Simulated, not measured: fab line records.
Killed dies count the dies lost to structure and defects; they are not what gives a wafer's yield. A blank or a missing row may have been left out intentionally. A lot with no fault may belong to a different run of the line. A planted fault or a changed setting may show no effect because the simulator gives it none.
A struck lot beside a sound one | flow n5-finfet | 44 out of 1938 route steps
Sound: the wafers L239.4, L239.5, L239.6. Struck: wafer L253.4 (left out: L253.6, a lot-mate that was not struck); the cause follows at the end.
Order at every step that has rows: each side's tool, ch and its chambers, its first start. Under that, the readings that differ: sound wafers | struck wafers | difference of the means | sigmas: that difference in standard deviations of wafers without a fault.
alike: words and numbers the same on both sides, and readings whose means are apart by under 2 such deviations; not compared: readings that were withheld, readings missing a value for some wafer, numbers with overlapping values and no deviation given by the record, and bounds like >300 which may hide the same value.
A row with sigmas, a row that says differs or no value, or rows on one side alone: a step with any of these is where the two part. Numbers that have no deviation but don't overlap get no sigmas and don't part them. A reading missing from all wafers of one side parts the sides only when that side holds two or more wafers.

first, 5 steps without rows for these wafers: N5_BEOL_M2_ANNEAL_95 (time 240 s); N5_BEOL_M2_SPUTTER_96 (material Cu, target thk 4.5 nm, time 8.29 s); N5_BEOL_M2_ECD_50 (material Cu, target thk 300 nm); N5_BEOL_M2_ANNEAL_51 (time 90 s); N5_BEOL_M2_CMP_52 (polishes, stops on SiOC, t overpolish 6.8 s, target thk 40 nm).
N5_BEOL_M2_THK_MEAS_53: measures by xrf.
  sound on film-metro-01 at day 9 03:37; struck on film-metro-01 at day 12 16:14
  alike: M2_THK
then, 3 steps without rows for these wafers: N5_BEOL_M2_PRE_CLEAN_60 (time 15 s); N5_BEOL_M2_CO_CAP_55 (material Co, precursor CCTBA/H2, target thk 2 nm, time 102.1 s); N5_BEOL_M2_PRE_CLEAN_56 (time 15 s).
N5_BEOL_M2_DEP_57: deposits SiCN from 3MS/NH3, target thk 8 nm, time 14 s.
  sound on pecvd-03 ch 0,1,2, day 9 03:53; struck on pecvd-03 ch 0, day 12 16:26
  alike: showerhead-plenum-p-Torr, throttle-valve-pct
N5_BEOL_M2_RS_MEAS_58: a four-point-probe measurement.
  sound on film-metro-02 at day 9 03:56; struck on film-metro-02 at day 12 16:30
  alike: M2_RS
N5_BEOL_M2_INSPECT_59: inspects for defects (darkfield).
  sound on defect-inspect-02 at day 9 03:58; struck on defect-inspect-01 at day 12 16:31
  alike: raw-defect-count
N5_BEOL_M3_ILD_DEP_00: deposits SiOC from DEMS/O2, target thk 79 nm, time 15.3 s.
  sound on pecvd-01 ch 0,1,2, day 9 04:01; struck on pecvd-01 ch 2, day 12 16:34
  reading                                      | sound      | struck | difference | sigmas
  model.SiOC_of_BEOL_M3_ILD_DEP_00.thk-nm (nm) | 78 78.2 80 | 34.4   | -44.3      |
  alike: heater-power-w, showerhead-plenum-p-Torr, throttle-valve-pct
N5_BEOL_M3_THK_MEAS_01:
  sound on film-metro-02 at day 9 04:04; struck on film-metro-01 at day 12 16:38
  reading         | sound          | struck | difference | sigmas
  M3_ILD_THK (nm) | 77.9 78.1 79.9 | 34.4   | -44.2      | -34
N5_BEOL_M3_PECVD_72: deposits SiO2 from TEOS/O2, target thk 16 nm, time 18 s.
  sound on pecvd-02 ch 0,1,2, day 9 04:07; struck on pecvd-02 ch 0, day 12 16:41
  alike: heater-power-w, showerhead-plenum-p-Torr, throttle-valve-pct
then, 10 steps without rows for these wafers: N5_BEOL_M3_HM_DEP_02 (deposits TiN, target thk 20 nm); N5_BEOL_M3_COAT_61 (time 60 s, resist thk 60 nm); N5_BEOL_M3_COAT_62 (time 60 s, resist thk 12 nm); N5_BEOL_M3_COAT_73 (time 60 s, resist thk 5 nm); N5_BEOL_M3_COAT_05 (resist thk 30 nm); N5_BEOL_M3_EBR_07; N5_BEOL_M3_SOFTBAKE_06 (time 60 s); N5_BEOL_M3_EXPOSE_08 (exposes mask M3); N5_BEOL_M3_PEB_09 (peb time 60 s); N5_BEOL_M3_DEVELOP_10 (develop time 30 s).
N5_BEOL_M3_CD_MEAS_11 targets a cd of 17.05 nm.
  sound on cd-sem-03 ch 0, day 9 04:58; struck on cd-sem-03 ch 0, day 12 18:07
  alike: cd-nm
N5_BEOL_M3_OVL_MEAS_12:
  sound on overlay-02 ch 0, day 9 05:01; struck on overlay-02 ch 0, day 12 18:09
  alike: M3_OVL
N5_BEOL_M3_INSPECT_13: inspects for defects (brightfield).
  sound on defect-inspect-01 at day 9 05:03; struck on defect-inspect-01 at day 12 18:11
  alike: raw-defect-count
then, 1 step without rows for these wafers: N5_BEOL_M3_DESCUM_16 (chemistry O2, time 7 s).
N5_BEOL_M3_ETCH_74: etches underlayer in N2/H2, target depth 6.5 nm, time 5.2 s.
  sound on rie-diel-01 ch 2,3, day 9 05:07; struck on rie-diel-03 ch 1, day 12 18:16
  alike: drypump-motor-current-A, etch-rf-on-time-s, oes-product-au, rf-vpp-V, showerhead-plenum-p-Torr, throttle-valve-pct
  not compared: rf-hours-counter-h
then, 1 step without rows for these wafers: N5_BEOL_M3_ETCH_63 (etches SiARC in CF4, target depth 15.6 nm, time 26 s).
N5_BEOL_M3_ETCH_64: etches SOC in N2/H2, target depth 75 nm, overetch 15 nm, time 112.5 s.
  sound on rie-diel-01 ch 2,3, day 9 05:10; struck on rie-diel-03 ch 1, day 12 18:18
  alike: drypump-motor-current-A, oes-product-au, rf-vpp-V, showerhead-plenum-p-Torr, throttle-valve-pct
  not compared: rf-hours-counter-h
then, 4 steps without rows for these wafers: N5_BEOL_M3_STRIP_65 (strips in N2/H2); N5_BEOL_M3_STRIP_75 (strips in N2/H2); N5_BEOL_M3_STRIP_66 (strips in CF4); N5_BEOL_M3_HM_OPEN_17 (chemistry Cl2/BCl3, target TiN, target depth 20 nm, overetch 6 nm).
N5_BEOL_M3_STRIP_19: strips in O2.
  sound on rie-diel-04 ch 0,2,3, day 9 05:35; struck on rie-diel-01 ch 2, day 12 18:35
  reading                     | sound       | struck | difference | sigmas
  drypump-motor-current-A (A) | 6.0 5.8 5.0 | 6.3    | +0.7       | +2
  alike: oes-product-au, rf-vpp-V, showerhead-plenum-p-Torr, throttle-valve-pct
  not compared: rf-hours-counter-h
N5_BEOL_M3_CD_MEAS_18: pitch 36 nm, target cd 18 nm.
  sound on cd-sem-01 at day 9 05:40; struck on cd-sem-03 at day 12 18:40
  reading    | sound          | struck | difference | sigmas
  cd-nm (nm) | 17.7 18.4 18.0 | 18.8   | +0.8       | +2
then, 4 steps without rows for these wafers: N5_BEOL_M3_COAT_67 (time 60 s, resist thk 60 nm); N5_BEOL_M3_COAT_68 (time 60 s, resist thk 12 nm); N5_BEOL_M3_COAT_76 (time 60 s, resist thk 5 nm); N5_BEOL_M3_COAT_22 (resist thk 30 nm).
N5_BEOL_M3_CMP_52: polishes, stops on SiOC, t overpolish 6.8 s, target thk 40 nm.
  sound on cmp-02 ch 0,2,3, day 9 12:35; struck on cmp-04 ch 1, day 13 13:33
  reading                                      | sound          | struck | difference | sigmas
  model.SiOC_of_BEOL_M3_ILD_DEP_00.thk-nm (nm) | 75 75.2 77     | 31.4   | -44.3      |
  model.Cu_of_BEOL_M3_ECD_50.thk-nm (nm)       | 39.6 38.4 40.2 | 0      | -39        |
  alike: motor-current-A
N5_BEOL_M4_RC_MEAS_101:
  the record has rows for the sound wafers here (prober-01 ch 0, day 10 16:30) and none for the struck ones

== WHERE THEY PART ==
Earliest at N5_BEOL_M3_THK_MEAS_01; latest, in this record, at N5_BEOL_M4_RC_MEAS_101.

WHY: what the simulator had put in
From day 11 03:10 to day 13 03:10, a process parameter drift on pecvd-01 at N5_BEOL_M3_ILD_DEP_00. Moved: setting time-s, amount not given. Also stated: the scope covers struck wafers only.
